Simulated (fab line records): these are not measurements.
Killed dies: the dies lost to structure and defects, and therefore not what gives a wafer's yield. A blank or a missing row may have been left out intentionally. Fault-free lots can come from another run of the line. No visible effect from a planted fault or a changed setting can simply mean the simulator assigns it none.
fab line records	flow n5Finfet
record: lots: 24	wafers: 72	lastDay: 17
route steps=1938 shown BEOL_M0_SAQP@640 BEOL_M0@731 BEOL_M1@754
lots that met no fault: taken from a fault-free run of the same line
startH: hours from the record's first day to the start of the lot's first wafer shown	waitH: hours elapsed since this lot's preceding step	" same as the row above	L1.1+2: one row covering several wafers at once	- no value, or no start was given	* or withheld: withheld	< > ~ a bound
route shown NAME@n: NAME is a module with steps in the file, n the number in the route of the first one	usual: mean/standard deviation taken from wafers without a fault	same: alike in all rows	chamber/n: place in a boat	sites: each site's reading	_std_site: standard deviation of those values	_edge_site: outer sites' mean less inner sites'	radiusMm: for every site, how far away it sits from the centre of the wafer	mask NAME#n: copy n	behind: the most recent tool/chamber to have shaped the wafer	hold: why the lot was held/for how many hours/how that ended	device: the transistor (n, p or np) that didn't switch	end of line: the same wafers' tests at the end of the route	a step with no rows: only its recipe	killed: at the first sort, the dies lost to defects and structure; wafer yield is something else	map: a wafer's dies, marking killed ones x, the rest . and places with no die _
set.NAME: the setting that was run; set.NAME@STEP: the one run at that earlier step	model.NAME: the simulator's own value behind a step, which no gauge read
a sample of lots followed through the steps of the route, with each step as a table and each wafer as a row
services: the hour from which a tool's chamber was out of use, counted from the record's first day as startH (under 0 if before that day), plus the number of hours and why
== steps ==
step: N5_BEOL_M0_SAQP_HM_DEP_111
recipe: material: SiO2	targetThkA: 120	tempC: 400	precursor: SiH4/N2O	pressureTorr: 0.75	rfW: 275	timeS: 7.2
usual: heaterPowerW: 766/86	showerheadPlenumPTorr: 8.19/0.1	showerheadVppV: 1035/37
lot.wafer	tool	chamber	startH	waitH	heaterPowerW	showerheadPlenumPTorr	showerheadVppV
L074.1	pecvd-03	2	109.42	0.0	705	8.09	1040
L074.3	"	1	"	"	880	8.41	1105
L074.6	"	2	"	"	692	8.11	1034
L075.1	pecvd-02	2	118.39	0.0	765	8.21	1007
L075.3	"	0	"	"	895	8.17	1074
L075.6	"	0	"	"	888	8.19	1081
L076.1	pecvd-03	2	119.59	0.0	648	8.08	1041
L076.4	"	2	"	"	660	8.08	1037
L076.6	"	1	"	"	773	8.40	1079
L077.2	pecvd-02	1	142.43	0.0	810	8.15	1026
L077.3	"	0	"	"	889	8.16	1066
L077.5	"	2	"	"	640	8.22	985
L078.1	pecvd-03	1	142.56	0.0	837	8.39	1096
L078.2	"	0	"	"	781	8.11	1005
L078.5	"	0	"	"	752	8.11	1012
L079.2	pecvd-03	1	142.86	0.0	860	8.39	1083
L079.4	"	2	"	"	708	8.10	1056
L079.6	"	0	"	"	783	8.11	1012
L080.1	pecvd-01	0	145.78	0.0	708	8.04	989
L080.4	"	1	"	"	884	8.26	1011
L080.5	"	2	"	"	711	8.25	1064
L081.3	pecvd-02	1	152.30	0.0	696	8.12	1022
L081.5	"	0	"	"	897	8.16	1093
L081.6	"	2	"	"	762	8.23	999
L082.1	pecvd-02	2	154.62	0.0	657	8.22	1002
L082.2	"	0	"	"	891	8.16	1088
L082.5	"	2	"	"	648	8.23	1008
L083.2	pecvd-01	0	161.92	0.0	676	8.04	993
L083.3	"	2	"	"	682	8.33	1044
L083.4	"	1	"	"	921	8.26	1010
L084.1	pecvd-01	0	167.36	0.0	632	8.03	983
L084.2	"	2	"	"	792	8.28	1040
L084.3	"	2	"	"	775	8.28	1037
L085.1	pecvd-02	2	175.04	0.0	678	8.23	1008
L085.2	"	1	"	"	822	8.14	1011
L085.3	"	0	"	"	904	8.20	1072
L086.1	pecvd-01	1	179.74	0.0	912	8.26	996
L086.2	"	0	"	"	745	8.03	1005
L086.4	"	0	"	"	747	8.03	985
L087.1	pecvd-03	2	189.05	0.0	628	8.10	1043
L087.5	"	0	"	"	666	8.12	1003
L087.6	"	2	"	"	636	8.10	1037
L088.2	pecvd-03	1	192.43	0.0	807	8.39	1108
L088.3	"	0	"	"	739	8.11	1006
L088.5	"	2	"	"	659	8.09	1046
L089.2	pecvd-02	1	198.49	0.0	777	8.15	1004
L089.5	"	0	"	"	900	8.18	1075
L089.6	"	2	"	"	746	8.25	1009
L090.1	pecvd-03	1	203.50	0.0	804	8.38	1109
L090.3	"	0	"	"	701	8.13	1009
L090.4	"	2	"	"	679	8.11	1042
L091.1	pecvd-02	1	206.50	0.0	731	8.16	998
L091.2	"	2	"	"	753	8.22	1002
L091.6	"	0	"	"	869	8.15	1068
L092.1	pecvd-01	0	217.11	0.0	649	8.04	968
L092.2	"	2	"	"	772	8.29	1049
L092.4	"	0	"	"	672	8.04	985
L093.2	pecvd-03	2	221.14	0.0	577	8.08	1054
L093.5	"	1	"	"	769	8.38	1103
L093.6	"	2	"	"	587	8.10	1048
L094.3	pecvd-03	2	231.59	0.0	692	8.10	1036
L094.4	"	2	"	"	723	8.09	1035
L094.5	"	1	"	"	862	8.39	1092
L095.1	pecvd-02	0	233.21	0.0	845	8.16	1074
L095.2	"	1	"	"	780	8.13	1014
L095.6	"	2	"	"	807	8.21	1020
L096.1	pecvd-02	1	239.42	0.0	750	8.12	1013
L096.2	"	0	"	"	777	8.18	1090
L096.5	"	1	"	"	779	8.15	1005
L097.1	pecvd-02	1	244.05	0.0	757	8.12	991
L097.2	"	2	"	"	737	8.25	1004
L097.5	"	1	"	"	757	8.14	1007
step: N5_BEOL_M0_SAQP_SPACER1_ALD_98
recipe: material: SiO2	targetThkA: 128	tempC: 300	aldPrecursorFamily: BDEAS	aldCoReactant: O2-plasma	pulseTimeS: 1	purgeTimeS: 2	coReactantPurgeTimeS: 2	aldCycles: 138	pressureTorr: 2
usual: heaterPowerW: 452/55	precursorPulseHeightRel: 1.002/0.02
lot.wafer	tool	chamber	startH	waitH	heaterPowerW	precursorPulseHeightRel
L074.1	aldSin-02	0	110.87	0.4	527	1.026
L074.3	"	2	"	"	464	0.994
L074.6	"	2	"	"	459	1.032
L075.1	aldSin-03	2	120.03	0.3	401	0.978
L075.3	"	3	"	"	504	0.993
L075.6	"	3	"	"	490	0.965
L076.1	aldSin-03	3	121.01	0.3	498	1.009
L076.4	"	0	"	"	420	1.026
L076.6	"	3	"	"	508	1.041
L077.2	aldSin-03	3	145.01	1.4	489	1.002
L077.3	"	2	"	"	386	1.036
L077.5	"	2	"	"	391	1.000
L078.1	aldSin-02	1	145.27	0.9	468	0.991
L078.2	"	2	"	"	458	0.977
L078.5	"	0	"	"	525	1.005
L079.2	aldSin-03	2	145.46	0.8	392	0.988
L079.4	"	0	"	"	427	0.983
L079.6	"	0	"	"	426	0.996
L080.1	aldSin-03	2	147.77	0.3	396	1.005
L080.4	"	0	"	"	439	0.977
L080.5	"	1	"	"	570	0.975
L081.3	aldSin-03	3	155.18	1.6	493	0.994
L081.5	"	3	"	"	496	0.977
L081.6	"	2	"	"	399	0.999
L082.1	aldSin-03	2	156.05	0.3	394	1.017
L082.2	"	1	"	"	555	0.985
L082.5	"	1	"	"	566	0.992
L083.2	aldSin-04	2	163.53	0.3	367	1.002
L083.3	"	0	"	"	404	1.011
L083.4	"	1	"	"	457	1.038
L084.1	aldSin-03	2	168.81	0.3	397	0.975
L084.2	"	1	"	"	579	1.006
L084.3	"	3	"	"	495	1.000
L085.1	aldSin-04	2	176.47	0.3	371	0.978
L085.2	"	3	"	"	466	0.991
L085.3	"	0	"	"	408	0.965
L086.1	aldSin-04	2	182.51	1.6	359	0.986
L086.2	"	3	"	"	469	1.010
L086.4	"	1	"	"	468	1.041
L087.1	aldSin-03	2	191.43	1.0	385	0.997
L087.5	"	3	"	"	495	0.995
L087.6	"	0	"	"	416	0.976
L088.2	aldSin-02	0	194.45	0.7	490	1.002
L088.3	"	3	"	"	386	1.008
L088.5	"	2	"	"	459	0.977
L089.2	aldSin-02	0	199.92	0.3	469	0.990
L089.5	"	2	"	"	470	1.004
L089.6	"	3	"	"	400	0.977
L090.1	aldSin-03	0	204.83	0.3	436	1.021
L090.3	"	3	"	"	492	0.967
L090.4	"	2	"	"	391	0.980
L091.1	aldSin-03	2	209.08	1.4	392	1.021
L091.2	"	1	"	"	572	0.985
L091.6	"	0	"	"	420	0.991
L092.1	aldSin-04	3	218.41	0.3	464	0.977
L092.2	"	0	"	"	402	1.015
L092.4	"	1	"	"	464	1.022
L093.2	aldSin-04	1	224.36	1.6	470	1.022
L093.5	"	1	"	"	448	1.010
L093.6	"	0	"	"	400	1.035
L094.3	aldSin-04	3	233.03	0.1	468	1.015
L094.4	"	2	"	"	360	1.000
L094.5	"	2	"	"	359	1.022
L095.1	aldSin-04	2	235.47	0.7	361	1.005
L095.2	"	1	"	"	471	1.011
L095.6	"	0	"	"	414	0.979
L096.1	aldSin-02	0	240.71	0.3	506	0.997
L096.2	"	1	"	"	410	0.998
L096.5	"	3	"	"	410	0.983
L097.1	aldSin-04	3	245.47	0.3	474	1.013
L097.2	"	0	"	"	408	1.008
L097.5	"	2	"	"	368	0.975
step: N5_BEOL_M0_ALD_136
recipe: material: TaN	targetThkA: *	tempC: 275	aldPrecursorFamily: PDMAT	aldCoReactant: NH3	pressureTorr: 3	carrierFlowSccm: 1500	pulseTimeS: 2	purgeTimeS: 3	coReactantPurgeTimeS: 2	coReactantPulseTimeS: 3	aldCycles: 30	precursorVesselTempC: 75	precursorVesselPressureTorr: 26.25	precursorVesselCarrierSccm: 1000
usual: heaterPowerW: 406/35
lot.wafer	tool	chamber	startH	waitH	heaterPowerW
L074.1	aldMetal-01	3	118.94	0.0	342
L074.3	"	0	"	"	439
L074.6	"	3	"	"	354
L075.1	aldMetal-03	0	126.02	0.0	442
L075.3	"	1	"	"	433
L075.6	"	3	"	"	415
L076.1	aldMetal-03	2	131.23	0.1	467
L076.4	"	1	"	"	443
L076.6	"	0	"	"	448
L077.2	aldMetal-04	3	152.98	0.0	391
L077.3	"	2	"	"	380
L077.5	"	0	"	"	401
L079.2	aldMetal-03	2	153.75	0.0	472
L079.4	"	1	"	"	432
L079.6	"	3	"	"	429
L078.1	aldMetal-04	0	154.17	0.0	387
L078.2	"	3	"	"	386
L078.5	"	3	"	"	400
L080.1	aldMetal-04	2	155.09	0.1	376
L080.4	"	1	"	"	412
L080.5	"	0	"	"	398
L081.3	aldMetal-01	3	162.33	0.3	348
L081.5	"	2	"	"	357
L081.6	"	3	"	"	351
L082.1	aldMetal-04	2	162.34	0.0	371
L082.2	"	0	"	"	404
L082.5	"	2	"	"	382
L083.2	aldMetal-01	3	171.62	0.1	361
L083.3	"	0	"	"	453
L083.4	"	1	"	"	451
L084.1	aldMetal-03	3	175.01	0.1	413
L084.2	"	1	"	"	438
L084.3	"	0	"	"	445
L085.1	aldMetal-04	3	186.67	0.0	391
L085.2	"	2	"	"	366
L085.3	"	0	"	"	396
L086.1	aldMetal-04	2	188.75	0.0	374
L086.2	"	0	"	"	398
L086.4	"	3	"	"	391
L087.1	aldMetal-01	3	198.40	0.0	351
L087.5	"	1	"	"	447
L087.6	"	2	"	"	356
L088.2	aldMetal-04	2	203.90	0.3	372
L088.3	"	3	"	"	379
L088.5	"	3	"	"	388
L089.2	aldMetal-04	2	206.30	0.1	366
L089.5	"	2	"	"	370
L089.6	"	1	"	"	412
L090.1	aldMetal-04	2	211.34	0.0	375
L090.3	"	3	"	"	385
L090.4	"	2	"	"	375
L091.1	aldMetal-01	2	216.75	0.0	353
L091.2	"	1	"	"	445
L091.6	"	0	"	"	457
L092.1	aldMetal-01	2	227.24	0.1	355
L092.2	"	3	"	"	352
L092.4	"	1	"	"	446
L093.2	aldMetal-04	0	232.91	0.0	394
L093.5	"	0	"	"	400
L093.6	"	1	"	"	407
L094.3	aldMetal-03	0	239.69	0.1	439
L094.4	"	0	"	"	454
L094.5	"	2	"	"	475
L095.1	aldMetal-04	0	241.81	0.1	397
L095.2	"	2	"	"	363
L095.6	"	2	"	"	373
L096.1	aldMetal-03	2	247.30	0.0	470
L096.2	"	3	"	"	410
L096.5	"	0	"	"	447
L097.1	aldMetal-04	3	252.45	0.3	389
L097.2	"	1	"	"	418
L097.5	"	3	"	"	386
step: N5_BEOL_M0_ANNEAL_119
recipe: tempC: 225	timeS: 90	ambient: N2
usual: wafer_temp_C_max: 225.87/0.22
lot.wafer	tool	chamber	startH	waitH	wafer_temp_C_max
L074.1	rtpAnneal-02	0	119.92	0.1	225.90
L074.3	"	0	"	"	226.22
L074.6	"	0	"	"	225.95
L075.1	rtpAnneal-02	0	127.37	0.1	225.75
L075.3	"	0	"	"	226.12
L075.6	"	0	"	"	226.09
L076.1	rtpAnneal-01	0	133.08	0.1	225.73
L076.4	"	0	"	"	225.77
L076.6	"	0	"	"	225.80
L077.2	rtpAnneal-02	0	154.49	0.4	225.53
L077.3	"	0	"	"	225.47
L077.5	"	0	"	"	225.99
L079.2	rtpAnneal-01	0	155.31	0.4	225.82
L079.4	"	0	"	"	225.58
L079.6	"	0	"	"	225.58
L078.1	rtpAnneal-02	0	155.49	0.1	226.44
L078.2	"	0	"	"	225.96
L078.5	"	0	"	"	225.72
L080.1	rtpAnneal-02	0	156.23	0.1	226.01
L080.4	"	0	"	"	226.14
L080.5	"	0	"	"	226.08
L081.3	rtpAnneal-02	0	163.55	0.3	225.71
L081.5	"	0	"	"	226.06
L081.6	"	0	"	"	226.01
L082.1	rtpAnneal-02	0	163.73	0.3	225.71
L082.2	"	0	"	"	225.98
L082.5	"	0	"	"	225.55
L083.2	rtpAnneal-02	0	174.02	0.1	225.85
L083.3	"	0	"	"	225.88
L083.4	"	0	"	"	226.09
L084.1	rtpAnneal-01	0	176.11	0.1	226.02
L084.2	"	0	"	"	225.72
L084.3	"	0	"	"	225.97
L085.1	rtpAnneal-02	0	188.09	0.2	225.62
L085.2	"	0	"	"	225.69
L085.3	"	0	"	"	226.09
L086.1	rtpAnneal-02	0	189.85	0.2	225.83
L086.2	"	0	"	"	225.42
L086.4	"	0	"	"	225.55
L087.1	rtpAnneal-02	0	199.47	0.1	226.14
L087.5	"	0	"	"	225.97
L087.6	"	0	"	"	225.99
L088.2	rtpAnneal-02	0	205.70	0.8	226.22
L088.3	"	0	"	"	226.33
L088.5	"	0	"	"	225.70
L089.2	rtpAnneal-01	0	209.16	0.1	225.89
L089.5	"	0	"	"	225.84
L089.6	"	0	"	"	225.58
L090.1	rtpAnneal-01	0	216.38	0.3	225.69
L090.3	"	0	"	"	225.68
L090.4	"	0	"	"	225.61
L091.1	rtpAnneal-02	0	218.88	0.5	225.98
L091.2	"	0	"	"	226.09
L091.6	"	0	"	"	225.56
L092.1	rtpAnneal-02	0	228.34	0.1	225.94
L092.2	"	0	"	"	226.08
L092.4	"	0	"	"	225.99
L093.2	rtpAnneal-02	0	235.47	0.1	225.49
L093.5	"	0	"	"	225.92
L093.6	"	0	"	"	225.77
L094.3	rtpAnneal-01	0	241.22	0.1	225.80
L094.4	"	0	"	"	225.46
L094.5	"	0	"	"	226.00
L095.1	rtpAnneal-02	0	243.22	0.1	225.88
L095.2	"	0	"	"	226.25
L095.6	"	0	"	"	226.12
L096.1	rtpAnneal-02	0	248.28	0.1	225.66
L096.2	"	0	"	"	225.95
L096.5	"	0	"	"	225.88
L097.1	rtpAnneal-02	0	254.57	0.1	225.99
L097.2	"	0	"	"	226.01
L097.5	"	0	"	"	225.84
step: N5_BEOL_M0_PRE_CLEAN_131
recipe: gas: NH3/H2	timeS: 15	tempC: *	rfPowerW: 300
usual: heaterPowerW: 82/7.5
lot.wafer	tool	chamber	startH	waitH	heaterPowerW
L074.1	cvdCo-01	0	120.93	0.0	91
L074.3	"	2	"	"	69
L074.6	"	2	"	"	69
L075.1	cvdCo-02	2	128.00	0.0	88
L075.3	"	2	"	"	90
L075.6	"	2	"	"	89
L076.1	cvdCo-01	0	133.71	0.0	93
L076.4	"	2	"	"	70
L076.6	"	1	"	"	77
L077.2	cvdCo-02	0	155.08	0.0	86
L077.3	"	2	"	"	89
L077.5	"	1	"	"	75
L079.2	cvdCo-01	1	156.44	0.0	74
L079.4	"	1	"	"	76
L079.6	"	1	"	"	75
L078.1	cvdCo-01	1	156.66	0.0	75
L078.2	"	0	"	"	92
L078.5	"	0	"	"	91
L080.1	cvdCo-02	1	157.12	0.0	75
L080.4	"	0	"	"	84
L080.5	"	1	"	"	76
L081.3	cvdCo-02	1	164.12	0.1	74
L081.5	"	1	"	"	74
L081.6	"	0	"	"	84
L082.1	cvdCo-02	0	164.36	0.0	83
L082.2	"	1	"	"	76
L082.5	"	0	"	"	82
L083.2	cvdCo-02	1	174.60	0.0	75
L083.3	"	0	"	"	84
L083.4	"	2	"	"	91
L084.1	cvdCo-02	2	176.74	0.0	87
L084.2	"	1	"	"	73
L084.3	"	0	"	"	85
L085.1	cvdCo-02	1	188.71	0.0	75
L085.2	"	2	"	"	90
L085.3	"	0	"	"	84
L086.1	cvdCo-02	0	190.48	0.0	85
L086.2	"	2	"	"	88
L086.4	"	0	"	"	88
L087.1	cvdCo-02	1	200.37	0.0	73
L087.5	"	2	"	"	87
L087.6	"	1	"	"	75
L088.2	cvdCo-01	0	206.56	0.1	92
L088.3	"	2	"	"	70
L088.5	"	2	"	"	69
L089.2	cvdCo-01	1	209.76	0.0	76
L089.5	"	1	"	"	77
L089.6	"	0	"	"	91
L090.1	cvdCo-02	1	218.06	0.0	73
L090.3	"	0	"	"	84
L090.4	"	0	"	"	85
L091.1	cvdCo-01	0	219.51	0.0	91
L091.2	"	2	"	"	71
L091.6	"	2	"	"	72
L092.1	cvdCo-02	1	228.97	0.0	77
L092.2	"	2	"	"	89
L092.4	"	0	"	"	84
L093.2	cvdCo-02	1	236.06	0.0	76
L093.5	"	2	"	"	89
L093.6	"	0	"	"	87
L094.3	cvdCo-01	1	241.76	0.0	77
L094.4	"	1	"	"	75
L094.5	"	2	"	"	70
L095.1	cvdCo-02	1	243.85	0.0	74
L095.2	"	0	"	"	86
L095.6	"	2	"	"	92
L096.1	cvdCo-01	2	248.90	0.0	71
L096.2	"	1	"	"	77
L096.5	"	0	"	"	91
L097.1	cvdCo-02	1	255.22	0.0	77
L097.2	"	2	"	"	87
L097.5	"	2	"	"	90
step: N5_BEOL_M1_HM_DEP_02
recipe: material: TiN	targetThkA: 200	tempC: 25	chamberPressurePa: 0.49996
usual: throttleValvePct: 30.1/1.1
lot.wafer	tool	chamber	startH	waitH	throttleValvePct
L074.1	pvdSputter-03	-	121.98	0.6	28.4
L074.3	"	-	"	"	29.3
L074.6	"	-	"	"	28.4
L075.1	pvdSputter-01	-	132.17	3.7	31.0
L075.3	"	-	"	"	31.6
L075.6	"	-	"	"	31.5
L076.1	pvdSputter-01	-	136.43	2.3	29.5
L076.4	"	-	"	"	31.0
L076.6	"	-	"	"	30.9
L077.2	pvdSputter-01	-	155.69	0.2	29.4
L077.3	"	-	"	"	31.0
L077.5	"	-	"	"	30.7
L079.2	pvdSputter-03	-	157.94	1.0	31.6
L079.4	"	-	"	"	30.4
L079.6	"	-	"	"	28.6
L078.1	pvdSputter-03	-	158.08	0.9	31.9
L078.2	"	-	"	"	29.1
L078.5	"	-	"	"	31.7
L080.1	pvdSputter-01	-	158.15	0.6	31.3
L080.4	"	-	"	"	31.4
L080.5	"	-	"	"	30.8
L081.3	pvdSputter-02	-	166.23	1.7	29.1
L081.5	"	-	"	"	31.5
L081.6	"	-	"	"	30.5
L082.1	pvdSputter-02	-	166.33	1.6	31.5
L082.2	"	-	"	"	30.2
L082.5	"	-	"	"	30.4
L083.2	pvdSputter-03	-	175.29	0.3	28.6
L083.3	"	-	"	"	29.1
L083.4	"	-	"	"	31.6
L084.1	pvdSputter-03	-	179.11	2.0	29.3
L084.2	"	-	"	"	31.8
L084.3	"	-	"	"	30.1
L085.1	pvdSputter-01	-	189.56	0.4	30.8
L085.2	"	-	"	"	30.8
L085.3	"	-	"	"	29.5
L086.1	pvdSputter-03	-	191.60	0.7	31.8
L086.2	"	-	"	"	28.6
L086.4	"	-	"	"	29.4
L087.1	pvdSputter-02	-	203.24	2.5	30.4
L087.5	"	-	"	"	31.5
L087.6	"	-	"	"	29.9
L088.2	pvdSputter-03	-	208.85	1.9	31.7
L088.3	"	-	"	"	28.3
L088.5	"	-	"	"	29.3
L089.2	pvdSputter-02	-	210.80	0.6	29.7
L089.5	"	-	"	"	29.8
L089.6	"	-	"	"	31.5
L090.1	pvdSputter-02	-	219.19	0.7	29.8
L090.3	"	-	"	"	29.1
L090.4	"	-	"	"	30.3
L091.1	pvdSputter-03	-	220.94	1.0	31.6
L091.2	"	-	"	"	28.2
L091.6	"	-	"	"	30.1
L092.1	pvdSputter-02	-	230.97	1.6	30.1
L092.2	"	-	"	"	29.1
L092.4	"	-	"	"	31.4
L093.2	pvdSputter-03	-	238.15	1.7	28.4
L093.5	"	-	"	"	30.4
L093.6	"	-	"	"	28.1
L094.3	pvdSputter-02	-	243.35	1.2	31.5
L094.4	"	-	"	"	28.8
L094.5	"	-	"	"	31.5
L095.1	pvdSputter-01	-	246.43	2.2	30.8
L095.2	"	-	"	"	31.8
L095.6	"	-	"	"	29.8
L096.1	pvdSputter-03	-	250.78	1.3	29.1
L096.2	"	-	"	"	31.5
L096.5	"	-	"	"	30.1
L097.1	pvdSputter-02	-	257.94	2.3	29.8
L097.2	"	-	"	"	30.3
L097.5	"	-	"	"	30.4
== services ==
tool	chamber	startH	hours	kind
aldSin-03	0	99.25	-	clean
aldSin-03	1	99.25	-	clean
aldSin-03	2	99.25	-	clean
aldSin-03	3	99.25	-	clean
pecvd-03	1	105.60	2.1	scheduledDown
rtpAnneal-02	-	106.03	1.2	pm
cvdCo-02	-	114.65	2.8	pm
pecvd-01	-	124.78	0.8	repair
cvdCo-01	2	143.50	16.4	repair
aldMetal-03	0	149.94	1.9	repair
aldSin-02	0	151.45	4.1	repair
cvdCo-01	-	164.81	14.6	pm
pecvd-01	1	167.18	4.5	repair
aldSin-02	1	171.39	20.0	repair
pecvd-03	2	172.20	2.1	scheduledDown
aldSin-02	-	177.03	14.0	pm
pecvd-02	1	207.07	5.5	scheduledDown
aldMetal-04	1	211.16	6.9	repair
cvdCo-01	-	212.47	5.0	repair
pecvd-02	2	213.03	5.5	scheduledDown
aldSin-03	-	217.38	14.6	pm
aldMetal-03	3	219.06	25.0	repair
pecvd-01	-	219.34	6.0	pm
pecvd-01	2	234.42	2.5	repair
== key ==
fault none
